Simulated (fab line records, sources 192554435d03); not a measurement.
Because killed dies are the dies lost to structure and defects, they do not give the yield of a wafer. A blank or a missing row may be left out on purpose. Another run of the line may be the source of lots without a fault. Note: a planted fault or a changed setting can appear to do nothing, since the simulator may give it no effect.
8D (eight disciplines) problem report, filled in by code + flow n5_finfet + the parts of the form that need people (team, actions taken, sign-off) are left out

1. WHAT IS WRONG
At N5_MOL_CONTACT_COAG_INSPECT_42, raw_defect_count averages 1969 over 6 wafers from 2 lots, while fault-free wafers read 193, standard deviation 48. Relative to the usual mean, that is a shift of +37 standard deviations.
The step: inspects for defects (brightfield).
Earliest sighting: wafer L920.1 on defect_inspect-01 at day 8 11:09. At this step, 27 wafers from 9 lots have a number in the record. Rule for "out" (also "out of limits"): further than 4 standard deviations from the usual mean. All remaining wafers that have a number are taken as sound.

2. WHAT IT IS, AND WHAT IT ISN'T
| question                    | is                                   | is not                                                                          |
|-----------------------------|--------------------------------------|---------------------------------------------------------------------------------|
| which readings at this step | raw_defect_count                     | -                                                                               |
| which lots                  | L920, L921                           | L910, L913, L915, L918, L923, L930, L931                                        |
| which wafers of those lots  | all that have a number               | -                                                                               |
| read on which gauges        | defect_inspect-01, defect_inspect-02 | -                                                                               |
| when                        | from day 8 11:09                     | up to then (12 sound wafers); but 9 sound wafers of L923, L930, L931 came after |

3. THE SUSPECTS, EACH WITH WHAT RULES IT OUT
Counting: a tool stays on the suspect list if, at a process step up to the reading, it processed all lots that are out and no sound lot following the first of them.
- the gauge at N5_MOL_CONTACT_COAG_INSPECT_42 is ruled out. Those wafers that are out were read across 2 gauges (defect_inspect-01, defect_inspect-02).
- cvd_co-02 at N5_MOL_CONTACT_COAG_CO_FILL_22 (material Co, precursor CCTBA/H2, target thk 20 nm): ruled out as a lasting fault. Sound lots L930 ran on it after its first lot that is out, L920 (day 8 03:19).
- pecvd-04 at N5_MOL_CONTACT_COAG_PECVD_31 (deposits SiO2 from TEOS/O2, target thk 46 nm, time 8.9 s): kept. All lots that are out passed through it, beginning with L920 at day 8 08:50, and no sound lot followed; its final sound lot before that point was L918 at day 7 19:31.
Remaining after the count: pecvd-04 at N5_MOL_CONTACT_COAG_PECVD_31.

4. THE CAUSE (what the simulator had put in)
Whole step skipped at N5_MOL_CONTACT_COAG_PECVD_31 on pecvd-04, starting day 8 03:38. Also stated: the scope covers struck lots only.
The count eliminated every tool but this one.

5. THE CHAIN OF EFFECTS, in route order
Each row: a reading whose mean over the struck wafers that have a number lies more than 3 standard deviations from the usual. Scope: only readings with a usual standard deviation given in the record; hours: median across lots of the time from each lot's start at the first step in this table that gives one to its start at this step; sigmas: change in usual standard deviations.
| hours | step                           | reading            | usual | on struck wafers | change | sigmas      |
|-------|--------------------------------|--------------------|-------|------------------|--------|-------------|
| 0     | N5_MOL_CONTACT_COAG_INSPECT_42 | raw_defect_count   | 193   | 1969             | +1776  | +37         |
| 191   | N5_PASSIVATION_PROBE_49        | killed_at_contacts | 12    | 1164             | +1152  | +99 or more |
| 191   | N5_PASSIVATION_PROBE_49        | killed_dies        | 101   | 1180             | +1079  | +60         |
| 191   | N5_PASSIVATION_PROBE_49        | killed_on_rim      | 13    | 152              | +139   | +34         |
| 191   | N5_PASSIVATION_PROBE_49        | killed_open        | 66    | 11               | -55    | -4.2        |
| 191   | N5_PASSIVATION_PROBE_49        | killed_short       | 33    | 6                | -27    | -3.4        |
It contains these process steps:
- N5_PASSIVATION_PROBE_49
Readings that are blank on the struck wafers while sound wafers have them: chamber_pressure_Torr at N5_MOL_CONTACT_COAG_PECVD_31; cd_nm at N5_MOL_CONTACT_COAG_CD_MEAS_137.

6. HOW IT WOULD HAVE BEEN CAUGHT EARLIER
8 hours passed between the start of the fault at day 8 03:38 and the first reading out of limits at a measuring or inspecting step in this record, taken at day 8 11:09.
Between N5_MOL_CONTACT_COAG_PECVD_31 and N5_MOL_CONTACT_COAG_INSPECT_42, N5_MOL_CONTACT_COAG_CD_MEAS_137 gave no cd_nm on the struck wafers, where sound wafers have one: a measuring or inspecting step that comes back empty is itself a sign.
At N5_MOL_CONTACT_COAG_PECVD_31 the tool's readings are blank on the struck wafers, where sound wafers have them: an empty tool record is the first sign, and it was there at once.
All the lots that are out (2) had begun N5_MOL_CONTACT_COAG_PECVD_31 on pecvd-04 by day 8 11:09. Had the tool been put on hold then, not one of them would have been saved.
